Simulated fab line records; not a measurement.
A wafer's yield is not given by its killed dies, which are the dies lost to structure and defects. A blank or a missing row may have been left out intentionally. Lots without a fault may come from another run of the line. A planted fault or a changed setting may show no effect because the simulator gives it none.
Chamber matching ; flow n5Finfet ; rieDiel-01 running N5_BEOL_M5_STRIP_64: 4 sister chambers
The step strips in CF4. 8 wafers are shown with their chamber, then 7 later ones without.

== WAFERS PAIRED WITH THEIR CHAMBERS ==
wafer;chamber;drypumpMotorCurrentA (A);throttleValvePct (%)
L075.3;3;5.6;13.49
L082.2;1;5.8;13.31
L082.3;0;5.0;13.11
L082.6;0;4.9;13.13
L085.3;1;5.8;13.33
L085.4;2;5.2;13.58
L088.2;2;5.2;13.59
L088.5;3;5.6;13.56

== WAFERS WITHOUT THEIR CHAMBER ==
wafer;drypumpMotorCurrentA (A);throttleValvePct (%)
L088.6;5.2;13.60
L096.3;4.9;13.19
L096.4;4.9;13.18
L096.6;5.2;13.62
L097.2;5.0;13.17
L097.3;5.6;13.58
L097.5;5.0;13.17

== THE CHAMBER EACH PASSED THROUGH ==
wafer;from the rows above;in truth
L088.6;2;2
L096.3;0;0
L096.4;0;0
L096.6;2;2
L097.2;0;0
L097.3;3;3
L097.5;0;0
Correct placement for 7 of the 7. Number that these rows cannot place: 0. 0 placed wrongly.
How it was worked out, from the rows above alone: a wafer's distance from a chamber is the root of the sum, over the readings, of the square of ((its reading less the chamber's mean) divided by the reading's scatter). The wafer belongs to the nearest chamber; if the next one is less than 2 further off, it can't be placed. The mean given for a chamber averages the wafers shown for that chamber. The scatter: take each reading less its chamber's mean, square it, sum over the shown wafers, divide by the number of wafers less the number of chambers, and take the root.
